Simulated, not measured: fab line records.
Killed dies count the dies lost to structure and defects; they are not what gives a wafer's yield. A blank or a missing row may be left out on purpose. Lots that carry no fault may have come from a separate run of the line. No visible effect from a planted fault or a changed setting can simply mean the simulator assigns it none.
Which of the tools did it? / flow nand-harc / route of 1302 steps, sampled at 1 step: 24 lots, 72 wafers

WHAT EACH GAUGE READ, for each wafer
NHARC_A_ONON_D2_THK_MEAS_18: measures by ellipsometry.
lot=L074; measured=day 12 19:58; on=film-metro-01; thk-nm (nm)=988 989 989
lot=L075; measured=day 12 19:58; on=film-metro-02; thk-nm (nm)=1004 1006 1007
lot=L076; measured=day 13 20:22; on=film-metro-02; thk-nm (nm)=993 992 990
lot=L077; measured=day 14 10:05; on=film-metro-01; thk-nm (nm)=992 993 992
lot=L078; measured=day 14 10:05; on=film-metro-02; thk-nm (nm)=1010 1008 1007
lot=L079; measured=day 15 03:59; on=film-metro-02; thk-nm (nm)=1009 1009 1009
lot=L080; measured=day 15 11:10; on=film-metro-01; thk-nm (nm)=971 970 974
lot=L083; measured=day 16 01:46; on=film-metro-01; thk-nm (nm)=993 991 992
lot=L081; measured=day 16 01:47; on=film-metro-02; thk-nm (nm)=988 993 989
lot=L082; measured=day 16 01:47; on=film-metro-01; thk-nm (nm)=1003 1004 1002
lot=L084; measured=day 17 11:23; on=film-metro-02; thk-nm (nm)=995 999 997
lot=L085; measured=day 17 17:41; on=film-metro-01; thk-nm (nm)=982 981 983
lot=L086; measured=day 17 17:41; on=film-metro-02; thk-nm (nm)=1008 1007 1006
lot=L087; measured=day 18 00:54; on=film-metro-02; thk-nm (nm)=980 982 980
lot=L089; measured=day 18 16:01; on=film-metro-02; thk-nm (nm)=1003 1003 999
lot=L088; measured=day 18 16:01; on=film-metro-01; thk-nm (nm)=996 999 999
lot=L091; measured=day 19 10:32; on=film-metro-02; thk-nm (nm)=1003 1004 1004
lot=L090; measured=day 19 10:32; on=film-metro-01; thk-nm (nm)=1007 1007 1008
lot=L092; measured=day 20 11:07; on=film-metro-02; thk-nm (nm)=999 1001 1002
lot=L093; measured=day 20 18:11; on=film-metro-02; thk-nm (nm)=997 997 997
lot=L095; measured=day 21 08:40; on=film-metro-02; thk-nm (nm)=986 991 988
lot=L094; measured=day 21 08:41; on=film-metro-02; thk-nm (nm)=997 998 998
lot=L096; measured=day 22 05:37; on=film-metro-02; thk-nm (nm)=1008 1006 1008
lot=L097; measured=day 22 05:37; on=film-metro-01; thk-nm (nm)=1003 1004 1002

TOOL THAT RAN EACH LOT (tool first, then ch and the chambers of the sampled wafers, then the start)
Record: no process step prior to these readings.

WHAT THE TOOLS THEMSELVES READ (means of the sampled wafers that have a number; where no wafer has one, the mark that the record gives instead)
The record holds no such reading with a usual standard deviation.

THE ANSWER, worked out from the rows above alone
Rule: the lots themselves supply what counts as usual. The widest of any qualifying gaps counts: lots, ordered by their means at a reading, are off when they make up no more than a third of the lots, leave a main group of 4 or more, and stand apart from it by 3 or more times the standard deviation of that group's means. Not used: any main group whose means are identical at the precision the tables above print for the reading. Also off: a lot with no number at a reading for which 4 or more lots have one. The other lots that the step has rows for count as sound. Order of review: gauges by route order, followed by the tools' own readings, for which a lot's mean as printed above is used. The first step at which some lot is off is used, and at that step the reading that is off furthest; a lot without a number counts as furthest.
No lot is off at any reading shown: from this, nothing can be told.

WHAT THE SIMULATOR HAD INSERTED
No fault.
